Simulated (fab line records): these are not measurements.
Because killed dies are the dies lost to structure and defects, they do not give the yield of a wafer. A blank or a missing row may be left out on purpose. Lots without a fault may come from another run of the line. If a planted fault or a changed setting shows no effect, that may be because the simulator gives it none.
Matching of chambers || flow nand_harc || NHARC_A_CONTACT_DEP_58 on pecvd-04: 3 sister chambers
The step deposits SiON, target thk 90 nm. 6 wafers are shown with their chamber, then 10 later ones without.

## EACH WAFER AND ITS CHAMBER
{"wafer": "L084.6", "chamber": 1, "heater_power_w (W)": 710, "heater_power_outer_w (W)": 381}
{"wafer": "L085.2", "chamber": 1, "heater_power_w (W)": 715, "heater_power_outer_w (W)": 360}
{"wafer": "L090.1", "chamber": 0, "heater_power_w (W)": 731, "heater_power_outer_w (W)": 451}
{"wafer": "L090.5", "chamber": 2, "heater_power_w (W)": 558, "heater_power_outer_w (W)": 300}
{"wafer": "L089.1", "chamber": 0, "heater_power_w (W)": 782, "heater_power_outer_w (W)": 510}
{"wafer": "L089.2", "chamber": 2, "heater_power_w (W)": 571, "heater_power_outer_w (W)": 293}

## WAFERS WITH NO CHAMBER GIVEN
{"wafer": "L089.4", "heater_power_w (W)": 570, "heater_power_outer_w (W)": 302}
{"wafer": "L092.1", "heater_power_w (W)": 719, "heater_power_outer_w (W)": 454}
{"wafer": "L092.3", "heater_power_w (W)": 735, "heater_power_outer_w (W)": 395}
{"wafer": "L092.4", "heater_power_w (W)": 501, "heater_power_outer_w (W)": 252}
{"wafer": "L093.1", "heater_power_w (W)": 762, "heater_power_outer_w (W)": 439}
{"wafer": "L093.3", "heater_power_w (W)": 532, "heater_power_outer_w (W)": 280}
{"wafer": "L093.4", "heater_power_w (W)": 779, "heater_power_outer_w (W)": 413}
{"wafer": "L096.2", "heater_power_w (W)": 551, "heater_power_outer_w (W)": 287}
{"wafer": "L096.3", "heater_power_w (W)": 761, "heater_power_outer_w (W)": 412}
{"wafer": "L096.6", "heater_power_w (W)": 543, "heater_power_outer_w (W)": 288}

## WHICH CHAMBER EACH WENT THROUGH
{"wafer": "L089.4", "from the rows above": 2, "in truth": 2}
{"wafer": "L092.1", "from the rows above": "can't be placed: 0 or 1", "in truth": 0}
{"wafer": "L092.3", "from the rows above": 1, "in truth": 1}
{"wafer": "L092.4", "from the rows above": 2, "in truth": 2}
{"wafer": "L093.1", "from the rows above": "can't be placed: 0 or 1", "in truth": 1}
{"wafer": "L093.3", "from the rows above": 2, "in truth": 2}
{"wafer": "L093.4", "from the rows above": "can't be placed: 0 or 1", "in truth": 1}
{"wafer": "L096.2", "from the rows above": 2, "in truth": 2}
{"wafer": "L096.3", "from the rows above": "can't be placed: 0 or 1", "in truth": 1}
{"wafer": "L096.6", "from the rows above": 2, "in truth": 2}
Correctly placed: 6 of 10. Unplaceable from these rows: 4, with the true chamber sitting among the candidates in 4. Number placed wrongly: 0.
How it was worked out, from the rows above alone: a wafer's distance from a chamber is the root of the sum, over the readings, of the square of ((its reading less the chamber's mean) divided by the reading's scatter). If the next closest chamber is less than 2 further off than the closest, the wafer can't be placed; otherwise it belongs to the closest. A chamber's mean is the mean of its shown wafers. The scatter: take each reading less its chamber's mean, square it, sum over the shown wafers, divide by the number of wafers less the number of chambers, and take the root.
